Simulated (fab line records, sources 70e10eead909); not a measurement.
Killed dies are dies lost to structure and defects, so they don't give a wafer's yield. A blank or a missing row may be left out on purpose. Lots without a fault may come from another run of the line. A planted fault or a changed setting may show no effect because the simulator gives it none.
Which tool did it? | flow nand_harc | 13 lots, 39 wafers sampled, at 5 steps of a route of 1302

WHAT THE GAUGES READ, wafer by wafer
NHARC_A_CONTACT_INSPECT_10. Usual: raw_defect_count 90, standard deviation 43.
lot  | measured     | on                | raw_defect_count | flag
L167 | day 22 10:46 | defect_inspect-02 | 113 90 92        |
L170 | day 23 04:08 | defect_inspect-01 | 62 78 68         |
L169 | day 23 10:10 | defect_inspect-01 | 72 72 65         |
L172 | day 25 02:43 | defect_inspect-02 | 151 168 155      |
L175 | day 25 11:30 | defect_inspect-02 | 118 135 110      |
L174 | day 25 13:04 | defect_inspect-02 | 64 62 76         |
L178 | day 26 23:38 | defect_inspect-01 | 145 148 144      |
L179 | day 27 05:16 | defect_inspect-01 | 123 116 132      |
L180 | day 28 00:37 | defect_inspect-02 | 131 117 146      |
L183 | day 28 17:10 | defect_inspect-02 | 114 135 115      |
L182 | day 29 03:13 | defect_inspect-01 | 106 121 120      |
L185 | day 29 09:04 | defect_inspect-01 | 67 81 83         |
L190 | day 31 10:31 | defect_inspect-01 | 84 101 116       |

NHARC_END_SORT_01. Usual: killed_at_array 51, standard deviation 17; killed_at_other 1.6, standard deviation 2.1; killed_at_periphery 4, standard deviation 3.2; killed_dies 57, standard deviation 18; killed_open 2.9, standard deviation 1.7; killed_short 2.3, standard deviation 1.3.
lot  | measured     | on        | killed_at_array | killed_at_other | killed_at_periphery | killed_dies | killed_open | killed_short | flag
L183 | day 30 20:04 | prober-02 | 62 69 587       | 5 3 1           | 0 1 0               | 67 73 588   | 3 2 1       | 1 1 3        | OFF
L182 | day 31 07:17 | prober-01 | 52 583 53       | 1 0 0           | 1 8 1               | 54 591 54   | 2 7 3       | 2 2 1        | OFF
L185 | day 31 12:51 | prober-02 | 47 471 46       | 0 1 0           | 3 0 4               | 50 472 50   | 2 3 4       | 4 5 3        | OFF

WHICH TOOL RAN EACH LOT (tool, then ch and the chambers of the sampled wafers, then the start)
lot  | NHARC_A_CONTACT_DEP_84        | NHARC_A_CONTACT_DEP_85          | NHARC_A_CONTACT_ETCH_88
L167 | acl_dep-03 ch 0, day 22 08:11 | pecvd-02 ch 0,1, day 22 09:57   | rie_diel-12 ch 0,1,2, day 22 10:56
L170 | acl_dep-03 ch 0, day 23 01:33 | pecvd-01 ch 0,1,2, day 23 03:17 | rie_diel-10 ch 0,2,3, day 23 04:17
L169 | acl_dep-01 ch 0, day 23 07:36 | pecvd-02 ch 0,2, day 23 09:19   | rie_diel-13 ch 0,3, day 23 10:19
L172 | acl_dep-02 ch 0, day 25 00:49 | pecvd-02 ch 0,1,2, day 25 02:01 | rie_diel-10 ch 0,1,3, day 25 02:53
L175 | acl_dep-01 ch 0, day 25 09:02 | pecvd-04 ch 0,1,2, day 25 10:47 | rie_diel-12 ch 0,2,3, day 25 11:39
L174 | acl_dep-02 ch 0, day 25 11:02 | pecvd-02 ch 0,1, day 25 12:13   | rie_diel-10 ch 0,2,3, day 25 13:12
L178 | acl_dep-02 ch 0, day 26 21:44 | pecvd-04 ch 0,1, day 26 22:56   | rie_diel-10 ch 0,1,2, day 26 23:47
L179 | acl_dep-02 ch 0, day 27 02:56 | pecvd-02 ch 0,1, day 27 04:25   | rie_diel-13 ch 0,2, day 27 05:25
L180 | acl_dep-02 ch 0, day 27 22:19 | pecvd-02 ch 0,1,2, day 27 23:46 | rie_diel-13 ch 0,1,2, day 28 00:47
L183 | acl_dep-02 ch 0, day 28 14:59 | pecvd-04 ch 0,1,2, day 28 16:31 | rie_diel-10 ch 0,1,3, day 28 17:19
L182 | acl_dep-02 ch 0, day 29 01:25 | pecvd-02 ch 0,1, day 29 02:22   | rie_diel-10 ch 1,2,3, day 29 03:22
L185 | acl_dep-02 ch 0, day 29 07:12 | pecvd-04 ch 0,1,2, day 29 08:23 | rie_diel-10 ch 0,1,2, day 29 09:14
L190 | acl_dep-01 ch 0, day 31 08:13 | pecvd-02 ch 0,1,2, day 31 09:42 | rie_diel-12 ch 0,2,3, day 31 10:40
- NHARC_A_CONTACT_DEP_84: deposits aC, target thk 2800 nm.
- NHARC_A_CONTACT_DEP_85: deposits SiON, target thk 60 nm.
- NHARC_A_CONTACT_ETCH_88: etches the open film in CF4, target depth 39 nm, time 65 s.

WHAT THE TOOLS THEMSELVES READ (means of the sampled wafers that have a number; where no wafer has one, the mark that the record gives instead)
NHARC_A_CONTACT_DEP_84. Usual: throttle_valve_pct 35.000 %, standard deviation 0.0089.
lot  | tool       | throttle_valve_pct (%) | flag
L167 | acl_dep-03 | 35.009                 |
L170 | acl_dep-03 | 35.000                 |
L169 | acl_dep-01 | 35.003                 |
L172 | acl_dep-02 | 35.003                 |
L175 | acl_dep-01 | 35.004                 |
L174 | acl_dep-02 | 35.004                 |
L178 | acl_dep-02 | 34.997                 |
L179 | acl_dep-02 | 34.998                 |
L180 | acl_dep-02 | 35.001                 |
L183 | acl_dep-02 | 35.002                 |
L182 | acl_dep-02 | 34.996                 |
L185 | acl_dep-02 | 34.997                 |
L190 | acl_dep-01 | 35.005                 |

NHARC_A_CONTACT_DEP_85. Usual: heater_power_w 761 W, standard deviation 110; showerhead_vpp_V 1146 V, standard deviation 57.
lot  | tool     | heater_power_w (W) | showerhead_vpp_V (V) | flag
L167 | pecvd-02 | 787                | 1176                 |
L170 | pecvd-01 | 802                | 1191                 |
L169 | pecvd-02 | 744                | 1156                 |
L172 | pecvd-02 | 757                | 1146                 |
L175 | pecvd-04 | 656                | 1114                 |
L174 | pecvd-02 | 778                | 1194                 |
L178 | pecvd-04 | 610                | 1126                 |
L179 | pecvd-02 | 806                | 1184                 |
L180 | pecvd-02 | 788                | 1147                 |
L183 | pecvd-04 | 663                | 1105                 |
L182 | pecvd-02 | 846                | 1187                 |
L185 | pecvd-04 | 697                | 1103                 |
L190 | pecvd-02 | 748                | 1161                 |

NHARC_A_CONTACT_ETCH_88. Usual: drypump_motor_current_A 6.07 A, standard deviation 0.27; oes_product_au 0.999 a.u., standard deviation 0.0073; rf_vpp_V 151.3 V, standard deviation 1.1; run_length_s 86.3 s, standard deviation 0.55; showerhead_plenum_p_Torr 1.76 Torr, standard deviation 0.06; throttle_valve_pct 13.284 %, standard deviation 0.0091.
lot  | tool        | drypump_motor_current_A (A) | oes_product_au (a.u.) | rf_vpp_V (V) | run_length_s (s) | showerhead_plenum_p_Torr (Torr) | throttle_valve_pct (%) | flag
L167 | rie_diel-12 | 6.24                        | 1.001                 | 151.2        | 86.5             | 1.78                            | 13.284                 |
L170 | rie_diel-10 | 6.08                        | 1.003                 | 151.1        | 86.9             | 1.76                            | 13.293                 |
L169 | rie_diel-13 | 6.19                        | 0.999                 | 150.3        | 86.2             | 1.74                            | 13.284                 |
L172 | rie_diel-10 | 5.88                        | 1.005                 | 151.1        | 86.0             | 1.75                            | 13.288                 |
L175 | rie_diel-12 | 6.12                        | 1.002                 | 150.5        | 85.9             | 1.77                            | 13.281                 |
L174 | rie_diel-10 | 6.05                        | 1.006                 | 151.6        | 86.6             | 1.75                            | 13.285                 |
L178 | rie_diel-10 | 6.03                        | 1.005                 | 151.6        | 86.2             | 1.76                            | 13.285                 |
L179 | rie_diel-13 | 5.99                        | 1.003                 | 151.0        | 86.2             | 1.76                            | 13.285                 |
L180 | rie_diel-13 | 6.11                        | 0.998                 | 152.2        | 86.3             | 1.81                            | 13.295                 |
L183 | rie_diel-10 | 5.88                        | 0.989                 | 151.3        | 79.8             | 1.75                            | 13.281                 | OFF
L182 | rie_diel-10 | 5.91                        | 0.990                 | 150.6        | 80.2             | 1.73                            | 13.292                 | OFF
L185 | rie_diel-10 | 6.01                        | 1.003                 | 151.2        | 80.0             | 1.76                            | 13.282                 | OFF
L190 | rie_diel-12 | 6.11                        | 1.000                 | 151.4        | 86.0             | 1.76                            | 13.276                 |

THE ANSWER, worked out from the rows above alone
Rule: a lot is off if the mean of its wafers that have a number lies more than 3 standard deviations from the usual mean. A lot without any number at a reading at which 4 lots or more have one is off too. The other lots that the step has rows for count as sound. The gauges are gone through in route order, then the tools' own readings, and for those a lot's mean is taken as printed above. The first step at which some lot is off is used, and at that step the reading that is off furthest; a lot without a number counts as furthest.
Off: L183, L182, L185, at NHARC_END_SORT_01 (killed_at_array). Neither off nor sound, because the step has no rows for them: L167, L170, L169, L172, L175, L174, L178, L179, L180, L190.
A tool fits if, at a process step before that reading, it ran every lot that is off, and no sound lot after the first of them. The gauges at NHARC_END_SORT_01 aren't tried: what is off there is off at NHARC_A_CONTACT_ETCH_88 too, on other tools, and a gauge's error can't cause that. Can't be told from this: 2 tools fit, acl_dep-02 at NHARC_A_CONTACT_DEP_84, rie_diel-10 at NHARC_A_CONTACT_ETCH_88.

WHAT THE SIMULATOR HAD PUT IN
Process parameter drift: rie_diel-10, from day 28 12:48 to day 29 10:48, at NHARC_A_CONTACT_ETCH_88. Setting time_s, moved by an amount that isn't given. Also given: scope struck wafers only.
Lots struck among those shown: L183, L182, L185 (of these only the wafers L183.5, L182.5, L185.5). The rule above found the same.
